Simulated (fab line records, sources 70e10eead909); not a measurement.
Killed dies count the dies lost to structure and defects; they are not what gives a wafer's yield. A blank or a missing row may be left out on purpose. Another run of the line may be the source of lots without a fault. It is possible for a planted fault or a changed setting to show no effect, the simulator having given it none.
A lot that was struck, set against a sound lot || flow nand harc || 15 steps out of a route of 1159
Sound: the wafers L537.2, L537.3, L537.5. Struck: wafer L550.1 (L550.5, L550.6, from the same lot, were not struck and are left out); the cause is given at the end.
Order at every step that has rows: each side's tool, ch and its chambers, its first start. Under that, the readings that differ: sound wafers || struck wafers || difference of the means || sigmas: that difference in standard deviations of wafers without a fault.
alike: readings whose means differ by less than 2 such deviations, and words and numbers that are the same on both sides. not compared: withheld readings, readings that some wafer has no value for, bounds like >300 that may hide the same value, and numbers for which the record gives no deviation and whose values overlap.
Wherever a step has rows on one side only, a row that says differs or no value, or a row with sigmas, the two part there. Numbers that don't overlap but have no deviation are shown without sigmas and don't part them. A reading missing from all wafers of one side parts the sides only when that side holds two or more wafers.

first, 8 steps without rows for these wafers: NHARC_A_CONTACT_COAT_86 (time 75 s); NHARC_A_CONTACT_COAT_87 (time 65 s); NHARC_A_CONTACT_COAT_02 (resist thk 90 nm); NHARC_A_CONTACT_SOFTBAKE_03 (time 55 s); NHARC_A_CONTACT_EBR_04; NHARC_A_CONTACT_EXPOSE_05 (exposes mask A CC); NHARC_A_CONTACT_PEB_06 (peb time 65 s); NHARC_A_CONTACT_DEVELOP_07 (develop time 35 s).
NHARC_A_CONTACT_CD_MEAS_08 targets a cd of 100 nm.
  sound on cd sem-01 ch 0, day 17 12:24; struck on cd sem-03 ch 0, day 20 07:47
  alike: cd nm
NHARC_A_CONTACT_OVL_MEAS_09:
  sound on overlay-02 at day 17 12:29; struck on overlay-02 at day 20 07:52
{"reading": "overlay x nm (nm)", "sound": "0.4 0.4 0.3", "struck": -1.0, "difference": -1.4, "sigmas": -2}
  alike: overlay y nm
NHARC_A_CONTACT_INSPECT_10:
  sound on defect inspect-01 at day 17 12:31; struck on defect inspect-01 at day 20 07:55
  alike: raw defect count
NHARC_A_CONTACT_DESCUM_13: chemistry O2, time 3 s.
  sound on rie diel-12 ch 0,3, day 17 12:38; struck on rie diel-12 ch 3, day 20 07:59
  alike: drypump motor current A, o2 flow sccm, oes product au, rf vpp V, showerhead plenum p Torr, throttle valve pct
  not compared: rf hours counter h
NHARC_A_CONTACT_ETCH_88: etches the open film in CF4, target depth 39 nm, time 65 s.
  sound on rie diel-12 ch 0,1, day 17 12:43; struck on rie diel-12 ch 0, day 20 08:04
{"reading": "run length s (s)", "sound": "86.4 86.4 86.7", "struck": 64.7, "difference": -21.8, "sigmas": -44}
  alike: cf4 flow sccm, drypump motor current A, oes product au, rf vpp V, showerhead plenum p Torr, throttle valve pct
  not compared: rf hours counter h
NHARC_A_CONTACT_ETCH_89: etches the open film in N2/H2, target depth 260 nm, time 475.3 s.
  sound: rie diel-12 ch 0,3; struck: rie diel-12 ch 2
{"reading": "throttle valve pct (%)", "sound": "14.181 14.165 14.166", "struck": 14.151, "difference": -0.020, "sigmas": -2}
  alike: drypump motor current A, oes product au, rf vpp V, run length s, showerhead plenum p Torr
  not compared: rf hours counter h
-- the record jumps here: 2 days lie between the struck wafers' starts before and after (it left off in module A_CONTACT and takes up again in module END, whose first step shown is number 1159 of the route) --
NHARC_END_SORT_01:
  sound on prober-01 ch 0, day 20 07:12; struck on prober-01 ch 0, day 22 18:09
{"reading": "killed at array", "sound": "23 19 22", "struck": 675, "difference": "+654", "sigmas": "+65"}
{"reading": "killed dies", "sound": "26 19 26", "struck": 677, "difference": "+653", "sigmas": "+65"}
{"reading": "killed short", "sound": "1 1 2", "struck": 6, "difference": "+5", "sigmas": "+3"}
  alike: killed at other, killed at periphery, killed open

## WHERE THEY PART
At NHARC_A_CONTACT_OVL_MEAS_09 first; at NHARC_END_SORT_01 last (within this record only).

WHY: the cause the simulator had injected
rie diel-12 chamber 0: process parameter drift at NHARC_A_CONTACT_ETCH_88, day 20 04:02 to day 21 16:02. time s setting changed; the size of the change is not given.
